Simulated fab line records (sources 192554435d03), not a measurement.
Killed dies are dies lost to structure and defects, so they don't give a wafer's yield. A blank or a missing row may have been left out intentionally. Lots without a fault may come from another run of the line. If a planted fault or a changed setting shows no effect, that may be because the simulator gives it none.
Matching of chambers | flow n5 finfet | 3 sister chambers for N5_SDB_HM_DEP_00 on pecvd-03
The step deposits SiNx from SiH4/NH3/N2, target thk 40 nm, time 35.3 s. 14 wafers are shown with their chamber, then 7 later ones without.

## WAFERS PAIRED WITH THEIR CHAMBERS
wafer  | chamber | showerhead plenum p Torr (Torr) | throttle valve pct (%) | heater power w (W)
L076.2 | 1       | 5.08                            | 39.8                   | 739
L076.4 | 2       | 5.11                            | 38.1                   | 670
L076.6 | 0       | 5.23                            | 39.0                   | 805
L078.3 | 0       | 5.24                            | 39.3                   | 811
L078.4 | 2       | 5.11                            | 37.4                   | 704
L078.5 | 0       | 5.25                            | 39.2                   | 812
L091.1 | 1       | 5.08                            | 39.8                   | 822
L091.5 | 2       | 5.11                            | 38.0                   | 619
L091.6 | 1       | 5.08                            | 39.5                   | 820
L093.1 | 2       | 5.10                            | 38.0                   | 703
L093.3 | 1       | 5.09                            | 39.7                   | 753
L093.5 | 2       | 5.13                            | 38.0                   | 694
L095.3 | 1       | 5.09                            | 39.7                   | 792
L095.5 | 0       | 5.24                            | 39.1                   | 810

SIGNATURES (averages over the wafers above)
reading                  | chamber 0 | chamber 1 | chamber 2 | scatter within a chamber
showerhead plenum p Torr | 5.2400    | 5.0840    | 5.1120    | 0.00853
throttle valve pct       | 39.150    | 39.700    | 37.900    | 0.198
heater power w           | 809.50    | 785.20    | 678.00    | 31.5
Rule: for each reading, subtract the chamber's mean from the wafer's reading, divide by that reading's scatter and square the result; add these up over the readings and take the root, which gives the wafer's distance from the chamber. If the next closest chamber is less than 2 further off than the closest, the wafer can't be placed; otherwise it belongs to the closest. The scatter: take each reading less its chamber's mean, square it, sum over the shown wafers, divide by the number of wafers less the number of chambers, and take the root.

## WAFERS WITH NO CHAMBER GIVEN
wafer  | showerhead plenum p Torr (Torr) | throttle valve pct (%) | heater power w (W)
L095.6 | 5.11                            | 38.2                   | 658
L096.1 | 5.23                            | 39.0                   | 807
L096.3 | 5.09                            | 39.8                   | 807
L096.5 | 5.11                            | 38.1                   | 659
L097.2 | 5.11                            | 38.1                   | 720
L097.3 | 5.09                            | 39.7                   | 783
L097.4 | 5.11                            | 38.1                   | 747

## EACH ONE'S CHAMBER
wafer  | from the rows above | in truth
L095.6 | 2                   | 2
L096.1 | 0                   | 0
L096.3 | 1                   | 1
L096.5 | 2                   | 2
L097.2 | 2                   | 2
L097.3 | 1                   | 1
L097.4 | 2                   | 2
Correctly placed: 7 of 7. Can't be placed from these rows: 0. Number placed wrongly: 0.
